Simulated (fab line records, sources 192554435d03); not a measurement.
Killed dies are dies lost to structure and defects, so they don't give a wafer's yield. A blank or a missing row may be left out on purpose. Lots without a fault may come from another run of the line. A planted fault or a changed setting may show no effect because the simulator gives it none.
Problem report in the 8D (eight disciplines) form, filled by code | flow n5_finfet | the parts of the form that need people (team, actions taken, sign-off) are left out

1. THE PROBLEM
killed_at_other at N5_PASSIVATION_PROBE_49 reads a mean of 323.2 on 4 wafers of 3 lots; wafers without a fault read 4.1 with a standard deviation of 2.8. That is +99 or more standard deviations from the usual mean.
First seen on wafer L724.2, day 13 15:29, on prober-02. The record holds 7 wafers of 3 lots with a number at this step. Rule for "out", or "out of limits": more than 4 standard deviations from the usual mean. The other wafers with a number count as sound.

2. WHAT IT IS AND WHAT IT IS NOT
question                    | is                             | is not
which readings at this step | killed_at_other                | killed_at_M0_to_M3, killed_at_M4_up, killed_at_contacts, sort_bin_6_memory
which lots                  | L724, L725, L726               | -
which wafers of those lots  | L724.2, L724.3, L725.3, L726.3 | L724.4, L725.5, L726.1
read on which tools         | prober-01, prober-02           | -
when                        | from day 13 15:29              | up to then (0 sound wafers); but 3 sound wafers of L724, L725, L726 came after

3. SUSPECTS, AND WHAT RULES EACH OUT
Counting: a tool at a process step up to the reading stays a suspect if it ran every lot that is out. Sound lots after the first of them don't rule it out here, since some wafers of a struck lot are sound.
- rie_diel-03 at N5_PASSIVATION_ETCH_54 (etches SiO2 in CHF3/O2, target depth 880 nm, time 440 s): kept. It ran every lot that is out, first L724 (day 13 12:40).
Left after counting: rie_diel-03 at N5_PASSIVATION_ETCH_54.

4. THE CAUSE (what the simulator had put in)
Process parameter drift: rie_diel-03, from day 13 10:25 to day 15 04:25, at N5_PASSIVATION_ETCH_54. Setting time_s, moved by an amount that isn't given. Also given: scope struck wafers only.
Counting left only this tool.

5. THE CHAIN OF EFFECTS, in route order
Each row: a reading whose mean over the struck wafers that have a number lies more than 3 standard deviations from the usual. Only readings for which the record gives a usual standard deviation are gone through. hours: the time from each lot's start at the first step in this table that gives one to its start at this step, as a median over the lots. sigmas: the change in usual standard deviations.
hours | step                    | reading              | usual  | on struck wafers | change | sigmas
0     | N5_PASSIVATION_PROBE_49 | defect_limited_yield | 91.0 % | 62.4             | -28.6  | -22
0     | N5_PASSIVATION_PROBE_49 | killed_at_other      | 4.1    | 323.2            | +319.1 | +99 or more
0     | N5_PASSIVATION_PROBE_49 | killed_dies          | 106    | 444              | +338   | +23
0     | N5_PASSIVATION_PROBE_49 | killed_on_rim        | 14     | 81               | +67    | +17
0     | N5_PASSIVATION_PROBE_49 | sort_bin_5_function  | 5.3 %  | 33.7             | +28.4  | +32
0     | N5_PASSIVATION_PROBE_49 | sort_n_pass          | 1074   | 736              | -338   | -23
0     | N5_PASSIVATION_PROBE_49 | sort_yield_pct       | 91.0 % | 62.4             | -28.6  | -22
The process steps in it:
- N5_PASSIVATION_PROBE_49

6. WHAT WOULD HAVE CAUGHT IT SOONER
In this record the first reading out of limits was taken at day 13 15:29, 5 hours after the fault began at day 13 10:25.
Of the tool readings at N5_PASSIVATION_ETCH_54 for which the record gives a usual standard deviation, none was out on any struck wafer, so an alarm limit of 4 standard deviations on them would not have fired.
Of the lots that are out (3), L726, L725 began N5_PASSIVATION_ETCH_54 on rie_diel-03 after day 13 15:29. A hold on the tool at that time would have spared those 2.
